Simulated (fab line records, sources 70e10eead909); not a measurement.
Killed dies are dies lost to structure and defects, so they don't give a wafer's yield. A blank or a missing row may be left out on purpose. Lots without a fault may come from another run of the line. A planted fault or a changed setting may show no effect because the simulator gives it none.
Which tool did it? | flow nand_harc | 15 lots, 45 wafers sampled, at 2 steps of a route of 1159

WHAT THE GAUGES READ, wafer by wafer
NHARC_A_CONTACT_CD_MEAS_15. Usual: cd_nm 90.1 nm, standard deviation 0.75.
lot  | measured     | on        | cd_nm (nm)     | flag
L718 | day 16 17:37 | cd_sem-01 | 89.7 89.6 90.3 |
L721 | day 17 15:02 | cd_sem-01 | 90.9 91.6 91.0 |
L720 | day 17 18:54 | cd_sem-01 | 88.6 89.6 90.5 |
L723 | day 17 20:13 | cd_sem-01 | 90.8 90.4 90.6 |
L726 | day 19 05:50 | cd_sem-01 | 90.8 90.4 90.7 |
L727 | day 19 14:58 | cd_sem-02 | 90.1 88.7 90.1 |
L733 | day 20 19:04 | cd_sem-02 | 89.9 90.8 90.4 |
L732 | day 20 19:56 | cd_sem-03 | 90.4 90.0 90.1 |
L735 | day 21 22:10 | cd_sem-03 | 89.8 89.6 89.1 |
L736 | day 22 04:43 | cd_sem-02 | 91.1 90.5 91.0 |
L738 | day 22 13:26 | cd_sem-02 | 88.3 88.5 88.8 |
L739 | day 22 16:38 | cd_sem-02 | 89.2 89.4 89.5 |
L740 | day 22 18:13 | cd_sem-02 | 90.2 89.7 90.8 |
L737 | day 23 00:53 | cd_sem-01 | 88.4 89.6 89.4 |
L741 | day 23 01:08 | cd_sem-02 | 90.5 88.4 89.1 |

WHICH TOOL RAN EACH LOT (tool, then ch and the chambers of the sampled wafers, then the start)
lot  | NHARC_A_CONTACT_ETCH_136
L718 | har_cap_etch-02 ch 0,1, day 16 16:38
L721 | har_cap_etch-02 ch 0,1, day 17 14:05
L720 | har_cap_etch-01 ch 0,1, day 17 17:53
L723 | har_cap_etch-02 ch 0,1, day 17 19:15
L726 | har_cap_etch-01 ch 0,1, day 19 04:38
L727 | har_cap_etch-01 ch 0,1, day 19 14:01
L733 | har_cap_etch-01 ch 0,1, day 20 18:04
L732 | har_cap_etch-02 ch 0,1, day 20 18:58
L735 | har_cap_etch-01 ch 0,1, day 21 21:06
L736 | har_cap_etch-02 ch 0,1, day 22 03:43
L738 | har_cap_etch-02 ch 0,1, day 22 12:28
L739 | har_cap_etch-02 ch 0,1, day 22 15:38
L740 | har_cap_etch-03 ch 0,1, day 22 16:46
L737 | har_cap_etch-02 ch 0,1, day 22 23:49
L741 | har_cap_etch-03 ch 0,1, day 23 00:08
- NHARC_A_CONTACT_ETCH_136: etches the open film in C4F8/O2/Ar, time 132 s, target depth 1287 nm.

WHAT THE TOOLS THEMSELVES READ (means of the sampled wafers that have a number; where no wafer has one, the mark that the record gives instead)
The record holds no such reading with a usual standard deviation.

THE ANSWER, worked out from the rows above alone
Rule: a lot is off if the mean of its wafers that have a number lies more than 3 standard deviations from the usual mean. A lot without any number at a reading at which 4 lots or more have one is off too. The other lots that the step has rows for count as sound. The gauges are gone through in route order, then the tools' own readings, and for those a lot's mean is taken as printed above. The first step at which some lot is off is used, and at that step the reading that is off furthest; a lot without a number counts as furthest.
No lot is off at any reading shown: from this, nothing can be told.

WHAT THE SIMULATOR HAD PUT IN
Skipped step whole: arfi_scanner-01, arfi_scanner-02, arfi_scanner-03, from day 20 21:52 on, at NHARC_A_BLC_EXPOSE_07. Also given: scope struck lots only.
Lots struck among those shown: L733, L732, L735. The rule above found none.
